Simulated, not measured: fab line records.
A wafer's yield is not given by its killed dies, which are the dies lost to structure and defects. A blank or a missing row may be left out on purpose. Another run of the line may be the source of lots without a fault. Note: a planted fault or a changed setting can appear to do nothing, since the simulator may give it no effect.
Which tool did it? | flow nand-harc | 15 lots with 45 wafers sampled at 2 steps, on a route of 1302 steps

== WHAT THE GAUGES SHOWED, per wafer ==
NHARC_P_STI_CD_MEAS_09 targets a cd of 200 nm.
lot  | measured     | on        | cd-nm (nm)
L143 | day 2 16:47  | cd-sem-03 | 201.9 202.0 201.5
L146 | day 4 00:25  | cd-sem-03 | 201.4 198.9 198.4
L147 | day 4 11:07  | cd-sem-02 | 194.2 198.0 196.7
L148 | day 4 23:29  | cd-sem-03 | 200.2 201.4 197.8
L149 | day 5 06:46  | cd-sem-03 | 195.5 198.3 199.8
L150 | day 5 20:46  | cd-sem-01 | 198.7 201.9 198.9
L151 | day 6 04:05  | cd-sem-01 | 198.0 197.7 199.8
L152 | day 6 12:53  | cd-sem-03 | 200.4 201.8 201.7
L153 | day 7 01:31  | cd-sem-03 | 198.1 198.2 195.8
L155 | day 7 18:40  | cd-sem-02 | 198.7 201.4 198.9
L157 | day 8 16:28  | cd-sem-01 | 203.2 202.6 201.8
L158 | day 9 02:02  | cd-sem-02 | 200.2 202.8 205.6
L159 | day 9 10:44  | cd-sem-01 | 204.2 201.7 199.0
L160 | day 9 22:07  | cd-sem-03 | 197.7 198.1 200.9
L166 | day 12 10:53 | cd-sem-03 | 202.3 204.9 201.9

NHARC_P_STI_OCD_MEAS_17.
lot  | measured     | on     | trench-depth-nm (nm) | trench-foot-cd-nm (nm)
L143 | day 2 17:36  | ocd-02 | 303 299 302          | 159.4 160.0 159.8
L146 | day 4 01:13  | ocd-01 | 298 305 302          | 159.2 155.3 156.0
L147 | day 4 11:54  | ocd-01 | 302 304 311          | 152.1 155.5 153.0
L148 | day 5 00:18  | ocd-01 | 299 301 298          | 158.2 159.8 156.0
L149 | day 5 07:37  | ocd-01 | 299 297 297          | 153.1 156.9 158.4
L150 | day 5 21:35  | ocd-02 | 300 297 300          | 156.8 160.1 157.2
L151 | day 6 04:54  | ocd-01 | 302 303 303          | 155.2 155.6 157.3
L152 | day 6 13:41  | ocd-02 | 296 299 304          | 159.0 159.7 158.7
L153 | day 7 02:20  | ocd-02 | 302 301 301          | 155.5 156.0 154.0
L155 | day 7 19:30  | ocd-02 | 304 306 305          | 155.7 159.1 156.4
L157 | day 8 17:17  | ocd-02 | 306 304 303          | 160.3 160.4 160.0
L158 | day 9 02:49  | ocd-02 | 299 310 306          | 158.0 159.3 162.4
L159 | day 9 11:31  | ocd-02 | 303 301 297          | 161.9 159.2 157.0
L160 | day 9 22:54  | ocd-02 | 300 305 305          | 155.7 155.9 158.1
L166 | day 12 11:40 | ocd-02 | 296 293 292          | 161.3 164.4 161.0

== EACH LOT AND THE TOOL THAT RAN IT (in order: tool; ch and the chambers of the sampled wafers; start) ==
The record shows no process step preceding these readings.

== WHAT THE TOOLS THEMSELVES READ (means of the sampled wafers that have a number; where no wafer has one, the mark that the record gives instead) ==
The record holds no such reading with a usual standard deviation.

== THE ANSWER, worked out from the rows above alone ==
Rule: usual is defined by the lots themselves. Put in order of their means at a reading, lots are off if they are a third of the lots or fewer, leave a main group of 4 or more, and stand apart from it by a gap of 3 or more times the standard deviation of the main group's means; of several such gaps the widest counts. A main group is skipped when, at the precision printed for the reading in the tables above, its means are all equal. A lot without any number at a reading at which 4 lots or more have one is off too. Where the step has rows for the other lots, those lots are counted as sound. After the gauges, taken in route order, come the tools' own readings; for these a lot's mean is taken, as printed above. The first step at which some lot is off is used, and at that step the reading that is off furthest; a lot without a number counts as furthest.
No lot is off at any reading shown: from this, nothing can be told.

== WHAT THE SIMULATOR HAD INSERTED ==
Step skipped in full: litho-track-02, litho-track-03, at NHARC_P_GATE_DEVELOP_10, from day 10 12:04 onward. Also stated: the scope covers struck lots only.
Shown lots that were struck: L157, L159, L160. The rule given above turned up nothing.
